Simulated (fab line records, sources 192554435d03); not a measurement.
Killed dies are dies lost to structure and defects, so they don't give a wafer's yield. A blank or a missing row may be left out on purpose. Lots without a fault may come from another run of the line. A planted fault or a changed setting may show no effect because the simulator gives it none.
Chamber matching | flow n5_finfet | N5_BEOL_M6_DESCUM_33 on rie_diel-04: 4 sister chambers
The step chemistry O2, time 7 s. 16 wafers are shown with their chamber, then 8 later ones without.

WAFERS WITH THEIR CHAMBER
wafer  | chamber | showerhead_plenum_p_Torr (Torr) | throttle_valve_pct (%) | oes_product_au (a.u.)
L078.1 | 2       | 1.96                            | 20.59                  | 0.69
L078.2 | 0       | 2.23                            | 20.45                  | 0.90
L078.5 | 1       | 2.06                            | 20.14                  | 0.95
L079.3 | 0       | 2.23                            | 20.44                  | 0.91
L079.4 | 3       | 2.13                            | 20.50                  | 0.87
L079.6 | 1       | 2.06                            | 20.13                  | 0.96
L085.1 | 1       | 2.06                            | 20.17                  | 0.92
L085.4 | 3       | 2.12                            | 20.52                  | 0.85
L085.6 | 0       | 2.23                            | 20.48                  | 0.88
L086.1 | 3       | 2.12                            | 20.53                  | 0.84
L086.3 | 0       | 2.23                            | 20.52                  | 0.88
L086.5 | 1       | 2.05                            | 20.18                  | 0.92
L087.1 | 1       | 2.05                            | 20.17                  | 0.92
L087.4 | 0       | 2.23                            | 20.49                  | 0.88
L087.5 | 0       | 2.23                            | 20.48                  | 0.86
L091.2 | 0       | 2.22                            | 20.49                  | 0.86

SIGNATURES (means of the wafers above)
reading                  | chamber 0 | chamber 1 | chamber 2 | chamber 3 | scatter within a chamber
showerhead_plenum_p_Torr | 2.2286    | 2.0560    | 1.9600    | 2.1233    | 0.00476
throttle_valve_pct       | 20.4786   | 20.1580   | 20.5900   | 20.5167   | 0.0235
oes_product_au           | 0.8814    | 0.9340    | 0.6900    | 0.8533    | 0.0184
Rule: a wafer's distance from a chamber is the root of the sum, over the readings, of the square of ((its reading less the chamber's mean) divided by the reading's scatter). The wafer belongs to the nearest chamber; if the next one is less than 2 further off, it can't be placed. The scatter: the root of (the sum of the squares of (reading less its chamber's mean) over the shown wafers, divided by (wafers less chambers)).

WAFERS WITHOUT THEIR CHAMBER
wafer  | showerhead_plenum_p_Torr (Torr) | throttle_valve_pct (%) | oes_product_au (a.u.)
L091.3 | 2.05                            | 20.19                  | 0.90
L091.6 | 2.12                            | 20.54                  | 0.83
L093.1 | 2.05                            | 20.18                  | 0.90
L093.3 | 2.22                            | 20.18                  | 0.93
L093.6 | 2.05                            | 20.18                  | 0.90
L095.1 | 2.22                            | 20.18                  | 0.91
L095.3 | 2.12                            | 20.55                  | 0.83
L095.4 | 2.05                            | 20.19                  | 0.88

WHICH CHAMBER EACH WENT THROUGH
wafer  | from the rows above | in truth
L091.3 | 1                   | 1
L091.6 | 3                   | 3
L093.1 | 1                   | 1
L093.3 | 0                   | 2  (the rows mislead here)
L093.6 | 1                   | 1
L095.1 | 0                   | 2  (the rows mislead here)
L095.3 | 3                   | 3
L095.4 | 1                   | 1
Placed correctly: 6 of 8. Can't be placed from these rows: 0. Placed wrongly: 2.
